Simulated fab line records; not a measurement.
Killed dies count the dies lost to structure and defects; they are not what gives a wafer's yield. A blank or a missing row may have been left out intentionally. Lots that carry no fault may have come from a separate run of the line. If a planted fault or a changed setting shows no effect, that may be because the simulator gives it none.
One fault seen from 3 desks -- flow n5-finfet -- what lay behind the numbers comes last; until then each desk has only its own

## FOR THE TOOL OWNER'S DESK: rie-diel-01
The tool's own readings at N5_BEOL_M13_ETCH_67 (etches SiARC in CF4, target depth 143 nm, time 238.3 s): means of the sampled wafers that have a number, for each lot that ran on this tool. Marked OUT: a lot whose mean sits more than 4 standard deviations from the usual mean, which makes it out of limits; the brackets give that distance.
Columns: A = bias-w at N5_BEOL_M13_ETCH_67, usual 35.98 W; B = drypump-motor-current-A at N5_BEOL_M13_ETCH_67, usual 5.7 A; C = etch-rf-on-time-s at N5_BEOL_M13_ETCH_67, usual 237 s; D = oes-product-au at N5_BEOL_M13_ETCH_67, usual 0.66 a.u.; E = rf-vpp-V at N5_BEOL_M13_ETCH_67, usual 184.2 V; F = showerhead-plenum-p-Torr at N5_BEOL_M13_ETCH_67, usual 2.15 Torr; G = throttle-valve-pct at N5_BEOL_M13_ETCH_67, usual 15.68 %
lot,first seen here,A,B,C,D,E,F,G
L264,day 12 09:32,35.91,6.2,238,0.64,184.9,2.21,15.64
L266,day 13 01:15,27.88 (-81) OUT,6.0,257,0.61,155.9 (-24) OUT,2.14,15.68
L268,day 13 15:02,27.72 (-83) OUT,5.9,261,0.60,154.5 (-25) OUT,2.09,15.74
L269,day 13 17:53,27.74 (-82) OUT,5.9,260,0.62,156.0 (-23) OUT,2.15,15.68
Finding of this desk: L266, L268, L269 out of limits; the first was L266 at day 13 01:15, on bias-w at N5_BEOL_M13_ETCH_67. L264: within limits.

## THE DEFECT DESK
Per lot, the means of the sampled wafers with a number show what the inspections along the route counted. Marked OUT: a lot whose mean sits more than 4 standard deviations from the usual mean, which makes it out of limits; the brackets give that distance.
Columns: A = raw-defect-count at N5_BEOL_M13_INSPECT_30, usual 1.8
lot,first seen here,A
L260,day 11 22:44,3.0
L264,day 12 09:28,2.7
L266,day 13 01:10,4.0
L268,day 13 14:59,2.0
L269,day 13 17:43,1.7
L278,day 15 20:42,1.0
L277,day 16 01:26,1.3
This desk found nothing out of limits on any of the 7 lots.

## THE METROLOGY DESK
Means of the sampled wafers that have a number, per lot and without regard to the tool the lot ran on: this is what the gauges read. Marked OUT: a lot whose mean sits more than 4 standard deviations from the usual mean, which makes it out of limits; the brackets give that distance.
Columns: A = cd-nm at N5_BEOL_M13_CD_MEAS_28, usual 208.9 nm; B = M13_OVL at N5_BEOL_M13_OVL_MEAS_29, usual 4 nm
lot,first seen here,A,B
L260,day 11 22:41,208.1,5
L264,day 12 09:25,208.1,3
L266,day 13 01:06,208.7,0
L268,day 13 14:56,207.3,1
L269,day 13 17:40,207.8,6
L278,day 15 20:39,208.0,12
L277,day 16 01:23,208.9,4
This desk found nothing out of limits on any of the 7 lots.

## ALL TOGETHER
The tool owner's desk had the chance to raise an alarm at day 13 01:15 on L266, L268, L269.
No out-of-limits result turned up at the defect desk.
The metrology desk saw nothing out of limits.
The defect desk has L266, L268, L269 on record, within its limits.
The metrology desk holds a record of L266, L268, L269, inside its limits.
N5_BEOL_M13_ETCH_67 was run on rie-diel-01 by each of the lots named.

## WHAT THE SIMULATOR HAD PUT IN
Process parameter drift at N5_BEOL_M13_ETCH_67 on rie-diel-01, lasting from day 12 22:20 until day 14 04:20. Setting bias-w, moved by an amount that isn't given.
Shown lots that were struck: L266, L268, L269.
Each desk's first reading out of limits, in hours after the fault started: the tool owner's desk, 3.
